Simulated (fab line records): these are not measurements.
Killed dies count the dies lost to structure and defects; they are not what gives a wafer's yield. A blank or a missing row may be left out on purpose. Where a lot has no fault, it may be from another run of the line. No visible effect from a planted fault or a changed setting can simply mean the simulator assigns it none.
Chamber matching / flow n5_finfet / N5_BEOL_M4_ETCH_69 on rie_diel-05 has 4 sister chambers
The step etches SiARC in CF4, target depth 15.6 nm, time 26 s. 7 wafers are shown with their chamber, then 7 later ones without.

== WAFERS, EACH WITH ITS CHAMBER ==
wafer=L077.1; chamber=3; showerhead_plenum_p_Torr (Torr)=2.12; drypump_motor_current_A (A)=5.3
wafer=L080.6; chamber=0; showerhead_plenum_p_Torr (Torr)=2.07; drypump_motor_current_A (A)=5.2
wafer=L081.5; chamber=2; showerhead_plenum_p_Torr (Torr)=2.15; drypump_motor_current_A (A)=5.6
wafer=L088.5; chamber=2; showerhead_plenum_p_Torr (Torr)=2.15; drypump_motor_current_A (A)=5.6
wafer=L088.6; chamber=1; showerhead_plenum_p_Torr (Torr)=2.10; drypump_motor_current_A (A)=4.9
wafer=L090.2; chamber=0; showerhead_plenum_p_Torr (Torr)=2.06; drypump_motor_current_A (A)=5.3
wafer=L090.4; chamber=1; showerhead_plenum_p_Torr (Torr)=2.10; drypump_motor_current_A (A)=4.9

== WAFERS WITHOUT THEIR CHAMBER ==
wafer=L090.5; showerhead_plenum_p_Torr (Torr)=2.14; drypump_motor_current_A (A)=5.6
wafer=L092.4; showerhead_plenum_p_Torr (Torr)=2.06; drypump_motor_current_A (A)=5.2
wafer=L092.5; showerhead_plenum_p_Torr (Torr)=2.11; drypump_motor_current_A (A)=5.4
wafer=L092.6; showerhead_plenum_p_Torr (Torr)=2.06; drypump_motor_current_A (A)=5.2
wafer=L093.1; showerhead_plenum_p_Torr (Torr)=2.06; drypump_motor_current_A (A)=5.3
wafer=L093.2; showerhead_plenum_p_Torr (Torr)=2.14; drypump_motor_current_A (A)=5.6
wafer=L093.6; showerhead_plenum_p_Torr (Torr)=2.14; drypump_motor_current_A (A)=5.6

== EACH ONE'S CHAMBER ==
wafer=L090.5; from the rows above=2; in truth=2
wafer=L092.4; from the rows above=0; in truth=0
wafer=L092.5; from the rows above=3; in truth=3
wafer=L092.6; from the rows above=0; in truth=0
wafer=L093.1; from the rows above=0; in truth=0
wafer=L093.2; from the rows above=2; in truth=2
wafer=L093.6; from the rows above=2; in truth=2
Correctly placed: 7 of 7. Not placeable from these rows: 0. 0 placed wrongly.
How it was worked out, from the rows above alone: a wafer's distance from a chamber is the root of the sum, over the readings, of the square of ((its reading less the chamber's mean) divided by the reading's scatter). The wafer belongs to the nearest chamber; if the next one is less than 2 further off, it can't be placed. The mean given for a chamber averages the wafers shown for that chamber. The scatter: the root of (the sum of the squares of (reading less its chamber's mean) over the shown wafers, divided by (wafers less chambers)).
